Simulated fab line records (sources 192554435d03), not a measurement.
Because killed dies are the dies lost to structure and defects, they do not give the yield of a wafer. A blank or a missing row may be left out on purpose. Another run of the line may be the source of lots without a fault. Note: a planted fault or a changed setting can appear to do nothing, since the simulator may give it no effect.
Chamber matching	flow n5-finfet	N5_BEOL_M5_CURE_79 on uv-cure-02: 3 sister chambers
The step cures SiCOH lowk, time 240 s. 3 wafers are shown with their chamber, then 10 later ones without.

## WAFERS WITH THEIR CHAMBER
wafer	chamber	wafer_temp_C_max
L078.4	0	387.3
L083.5	1	387.2
L085.4	2	386.1

## WAFERS WITHOUT THEIR CHAMBER
wafer	wafer_temp_C_max
L085.5	386.4
L087.3	387.3
L087.5	387.4
L087.6	386.7
L092.1	386.8
L092.2	387.0
L092.4	386.5
L096.4	386.1
L096.5	386.2
L096.6	386.2

## EACH ONE'S CHAMBER
wafer	from the rows above	in truth
L085.5	can't be placed: 2 or 1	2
L087.3	can't be placed: 0 or 1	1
L087.5	can't be placed: 0 or 1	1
L087.6	can't be placed: 1 or 2 or 0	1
L092.1	can't be placed: 1 or 0 or 2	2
L092.2	can't be placed: 1 or 0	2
L092.4	can't be placed: 2 or 1 or 0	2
L096.4	2	2
L096.5	2	2
L096.6	2	2
3 of 10 placed correctly. From these rows, 7 cannot be placed; in 6 the true chamber is one of the candidates. Number placed wrongly: 0.
How it was worked out, from the rows above alone: a wafer's distance from a chamber is the root of the sum, over the readings, of the square of ((its reading less the chamber's mean) divided by the reading's scatter). If the next closest chamber is less than 2 further off than the closest, the wafer can't be placed; otherwise it belongs to the closest. For every chamber, the mean is computed from those of its wafers that are shown. The scatter: root of mean squared gap, hidden wafer to nearest shown wafer, with one shown wafer a chamber.
